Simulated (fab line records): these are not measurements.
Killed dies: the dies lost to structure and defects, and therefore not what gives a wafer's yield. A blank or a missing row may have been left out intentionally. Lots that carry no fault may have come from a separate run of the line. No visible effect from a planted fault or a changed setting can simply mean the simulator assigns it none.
8D (eight disciplines) problem report, filled in by code + flow n5_finfet + the parts of the form that need people (team, actions taken, sign-off) are left out

## 1. THE PROBLEM
At N5_PASSIVATION_PROBE_49, killed_at_M4_up averages 1079 over 6 wafers from 2 lots, while fault-free wafers read 13, standard deviation 5.4. That is +99 or more standard deviations from the usual mean.
First seen on wafer L850.2, day 16 04:02, on prober-02. The record holds 20 wafers of 7 lots with a number at this step. Rule for "out" (also "out of limits"): further than 4 standard deviations from the usual mean. The rest of the wafers with a number are treated as sound.

## 2. WHAT THIS IS AND IS NOT
| question                    | is                                                                             | is not                                                                                                        |
|-----------------------------|--------------------------------------------------------------------------------|---------------------------------------------------------------------------------------------------------------|
| which readings at this step | killed_at_M4_up, defect_limited_yield, killed_dies, killed_on_rim, sort_n_pass | killed_at_M0_to_M3, killed_at_front_end, killed_at_other, killed_short, sort_bin_5_function, sort_bin_8_speed |
| which lots                  | L849, L850                                                                     | L841, L842, L845, L854, L857                                                                                  |
| which wafers of those lots  | all that have a number                                                         | -                                                                                                             |
| read on which tools         | prober-02                                                                      | prober-01                                                                                                     |
| when                        | from day 16 04:02                                                              | up to then (9 sound wafers); but 5 sound wafers of L854, L857 came after                                      |

## 3. WHAT RULES OUT EACH SUSPECT
Counting: any tool at a process step up to the reading is kept as a suspect provided that every lot that is out went through it and no sound lot did after the first of them.
- ald_metal-02 at N5_BEOL_M7_ALD_77 (deposits TaN, target thk 2 nm, pulse time 2 s, purge time 3 s): ruled out as a lasting fault. The sound lots L854 went through it after L849, its earliest lot that is out (day 12 18:59).
- prober-02 at N5_PASSIVATION_PROBE_49: ruled out as a lasting fault. The sound lots L854 went through it after L850, its earliest lot that is out (day 16 04:02).
Left after counting: nothing in the record.

## 4. THE CAUSE (what the simulator had put in)
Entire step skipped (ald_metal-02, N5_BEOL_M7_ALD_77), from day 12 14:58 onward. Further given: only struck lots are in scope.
Counting ruled it out, wrongly: the rule takes a fault to strike every lot that its tool runs from its start on, and this one did not.

## 5. SEQUENCE OF EFFECTS, ordered by route
Rows list readings where the struck wafers' mean (over those with a number) sits beyond 3 standard deviations from the usual. Only readings whose record carries a usual standard deviation are examined. hours: median over the lots of the time between each lot's start at the first step of this table that gives one and its start at this step. sigmas: the change, counted in usual standard deviations.
| hours | step                    | reading              | usual  | on struck wafers | change | sigmas      |
|-------|-------------------------|----------------------|--------|------------------|--------|-------------|
| 0     | N5_PASSIVATION_PROBE_49 | defect_limited_yield | 91.1 % | 0.0              | -91.1  | -57         |
| 0     | N5_PASSIVATION_PROBE_49 | killed_at_M4_up      | 13     | 1079             | +1066  | +99 or more |
| 0     | N5_PASSIVATION_PROBE_49 | killed_dies          | 105    | 1180             | +1075  | +60         |
| 0     | N5_PASSIVATION_PROBE_49 | killed_on_rim        | 14     | 152              | +138   | +34         |
| 0     | N5_PASSIVATION_PROBE_49 | sort_n_pass          | 1075   | 0                | -1075  | -57         |
The process steps in it:
- N5_PASSIVATION_PROBE_49
Readings that are blank on the struck wafers while sound wafers have them: chamber_pressure_Torr at N5_BEOL_M7_ALD_77; heater_power_w at N5_BEOL_M7_ALD_77.

## 6. WHAT WOULD HAVE CAUGHT IT SOONER
85 hours passed between the start of the fault at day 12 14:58 and the first reading out of limits in this record, taken at day 16 04:02.
At N5_BEOL_M7_ALD_77 the tool's readings are blank on the struck wafers, where sound wafers have them: an empty tool record is the first sign, and it was there at once.
